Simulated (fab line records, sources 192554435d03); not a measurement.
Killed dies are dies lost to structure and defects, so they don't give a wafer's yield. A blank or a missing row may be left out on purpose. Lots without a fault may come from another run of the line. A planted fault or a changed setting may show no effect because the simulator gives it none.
Split-lot experiment | flow n5_finfet | 7 lots, 21 wafers read, on a route of 1938 steps

THE SPLIT
At N5_ZERO_LAYER_EXPOSE_08 (exposes mask ZERO, defocus 0 nm, target cd 2000 nm), the setting dose_mj was moved away from the recipe's 16.2 on 7 of the 21 wafers read, by -7.2% to +7.2%. The other wafers ran this setting at the recipe's value.

FROM THE SPLIT TO THE READING: what the file shows between them, 2 steps
- N5_ZERO_LAYER_DEVELOP_10: develop time 60 s (also split here: develop_time_s)
- N5_ZERO_LAYER_HARDBAKE_23: time 120 s

THE READING
cd_nm, in nm, at N5_ZERO_LAYER_CD_MEAS_11 (target cd 2000 nm). Fault-free wafers of this fab line usually give 1999.8 nm, standard deviation 1.9 nm.

wafer  | tool, chamber at the split | dose_mj as run | against the recipe | cd_nm, nm | against lot-mates on the recipe
L074.1 | krf_scanner-01, 0          | 16.2           | recipe             | 1999.2    | -
L074.3 | krf_scanner-01, 0          | 16.2           | recipe             | 1997.8    | -
L074.5 | krf_scanner-01, 0          | 16.2           | recipe             | 1998.5    | -
L076.2 | krf_scanner-01, 0          | 16.84          | +4.0%              | 2003.8    | +7.4
L076.3 | krf_scanner-01, 0          | 16.2           | recipe             | 1996.3    | -
L076.5 | krf_scanner-01, 0          | 16.2           | recipe             | 1996.6    | -
L082.4 | krf_scanner-02, 0          | 16.2           | recipe             | 1994.9    | -
L082.5 | krf_scanner-02, 0          | 16.2           | recipe             | 2000.9    | -
L082.6 | krf_scanner-02, 0          | 16.2           | recipe             | 1999.9    | -
L083.1 | krf_scanner-01, 0          | 16.2           | recipe             | 2001.7    | -
L083.3 | krf_scanner-01, 0          | 16.2           | recipe             | 1999.3    | -
L083.5 | krf_scanner-01, 0          | 17.37          | +7.2%              | 2014.3    | +13.8
L084.2 | krf_scanner-01, 0          | 16.84          | +4.0%              | 2009.1    | +7.8
L084.3 | krf_scanner-01, 0          | 16.2           | recipe             | 1999.4    | -
L084.4 | krf_scanner-01, 0          | 16.2           | recipe             | 2003.1    | -
L088.1 | krf_scanner-01, 0          | 17.24          | +6.4%              | 2009.7    | +11.2
L088.2 | krf_scanner-01, 0          | 16.2           | recipe             | 1998.5    | -
L088.3 | krf_scanner-01, 0          | 17.24          | +6.4%              | 2012.1    | +13.6
L090.1 | krf_scanner-01, 0          | 15.03          | -7.2%              | 1984.1    | -17.0
L090.2 | krf_scanner-01, 0          | 15.03          | -7.2%              | 1986.2    | -14.9
L090.4 | krf_scanner-01, 0          | 16.2           | recipe             | 2001.1    | -

THE FIT
A straight line over all 21 wafers: cd_nm changes by +1.93 nm for each +1% of dose_mj; r = +0.96; the points scatter about the line by 2.1 nm.
The same after taking each lot's own level away (the mean of its wafers on the recipe; 21 wafers): +2.05 nm for each +1%; r = +0.98; scatter 1.5 nm.
On that fit, the largest move of dose_mj shifts the reading by 15 nm.
The lots' own levels span 1996.45 to 2001.25 nm, that is 2.5 times the standard deviation above.
So the lot-to-lot level changes the slope little: the two slopes agree.
Check: with one of the wafers moved furthest among these (+7.2%) left out of the fit, the line predicts +14.7 nm for it against its lot-mates. It came out at +13.8 nm against them.

OTHER SPLITS ON THESE WAFERS
These wafers also went through other splits before the reading. Each is held against what the fit with the lots' levels taken away leaves over:
other split on the same wafers          | wafers away from the commonest value | r with cd_nm (lot level and that fit taken away)
N5_ZERO_LAYER_DEVELOP_10 develop_time_s | 6                                    | +0.17

THE WHOLE CHAIN: every reading that the file lists as answering this split, in the file's order
step                     | what it does             | reading                                                           | change (the file's fit)              | r (the file's)
N5_ZERO_LAYER_CD_MEAS_11 | target cd 2000 nm        | cd_nm                                                             | +2 nm for each +1% of the setting    | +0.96
N5_ZERO_LAYER_DESCUM_16  | chemistry O2, time 7.9 s | ZERO_LAYER.cd_nm (the simulator's own value, which no gauge read) | +2.02 nm for each +1% of the setting | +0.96

THE FILE'S OWN FIT
cd_nm changes by +2 nm for each +1% of dose_mj, r = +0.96.
